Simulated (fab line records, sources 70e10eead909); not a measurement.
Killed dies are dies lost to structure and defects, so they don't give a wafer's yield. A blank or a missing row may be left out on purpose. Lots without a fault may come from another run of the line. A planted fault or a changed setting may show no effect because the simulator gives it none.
A struck lot beside a sound one | flow nand_harc | 15 steps out of a route of 1302
Sound: wafers L689.1, L689.2, L689.5. Struck: wafers L683.4, L683.5, L683.6. The cause comes at the end.
At each step with rows: each side's tool, then ch and its chambers, then its first start. Under that, the readings that differ: sound wafers | struck wafers | difference of the means | sigmas: that difference in standard deviations of wafers without a fault.
alike: readings whose means differ by less than 2 such deviations, and words and numbers that are the same on both sides. not compared: withheld readings, readings that some wafer has no value for, bounds like >300 that may hide the same value, and numbers for which the record gives no deviation and whose values overlap.
The two part at a step that has a row with sigmas, a row that says differs or no value, or rows on one side only. Numbers that don't overlap but have no deviation are shown without sigmas and don't part them. A reading that every wafer of one side lacks parts them only if that side has two wafers or more.

first, 7 steps without rows for these wafers: NHARC_P_ZERO_WELL_HMDS_45 (time 30 s); NHARC_P_ZERO_WELL_COAT_46; NHARC_P_ZERO_WELL_SOFTBAKE_47 (time 95 s); NHARC_P_ZERO_WELL_EBR_48; NHARC_P_ZERO_WELL_EXPOSE_49 (exposes mask P HVPW, target cd 2000 nm); NHARC_P_ZERO_WELL_PEB_50 (peb time 85 s); NHARC_P_ZERO_WELL_DEVELOP_51 (time 70 s).
NHARC_P_ZERO_WELL_CD_MEAS_52: target cd 2000 nm.
  sound on cd_sem-01 ch 0, day 9 03:43; struck on cd_sem-03 ch 0, day 6 15:59
  reading    | sound                | struck               | difference | sigmas
  cd_nm (nm) | 1999.1 1998.6 1998.3 | 2003.0 2002.4 2001.3 | +3.6       | +2
then, 1 step without rows for these wafers: NHARC_P_ZERO_WELL_HARDBAKE_53 (time 80 s).
NHARC_P_ZERO_WELL_DESCUM_54: chemistry O2, time 3 s.
  sound on rie_diel-12 ch 1,2,3, day 9 03:54; struck on rie_diel-12 ch 0,3, day 6 17:00
  alike: drypump_motor_current_A, oes_product_au, rf_vpp_V, showerhead_plenum_p_Torr, throttle_valve_pct
  not compared: rf_hours_counter_h
then, 2 steps without rows for these wafers: NHARC_P_ZERO_WELL_IMPLANT_55; NHARC_P_ZERO_WELL_IMPLANT_61.
NHARC_P_ZERO_WELL_STRIP_56: strips in SPM, time 840 s.
  sound on wet_bench-05 ch 0,4,6, day 9 04:25; struck on wet_bench-09 ch 0,2,6, day 6 17:32
  reading          | sound             | struck            | difference | sigmas
  run_length_s (s) | 841.4 842.6 842.4 | 173.3 172.6 169.8 | -670.2     | -99 or more
then, 1 step without rows for these wafers: NHARC_P_ZERO_WELL_PRECLEAN_68 (cleans in SC1, time 60 s).
-- the record jumps here: 22 days lie between the struck wafers' starts before and after (it left off in module P_ZERO_WELL and takes up again in module END, whose first step shown is number 1302 of the route) --
NHARC_END_SORT_01:
  sound on prober-01 ch 0, day 31 15:29; struck on prober-02 ch 0, day 28 17:17
  reading             | sound    | struck | difference | sigmas
  killed_at_periphery | 12 16 11 | 5 7 4  | -8         | -3
  alike: killed_at_array, killed_at_other, killed_dies, killed_open, killed_short

WHERE THEY PART
First at NHARC_P_ZERO_WELL_CD_MEAS_52; last, within this record, at NHARC_END_SORT_01.

WHY: what the simulator had put in
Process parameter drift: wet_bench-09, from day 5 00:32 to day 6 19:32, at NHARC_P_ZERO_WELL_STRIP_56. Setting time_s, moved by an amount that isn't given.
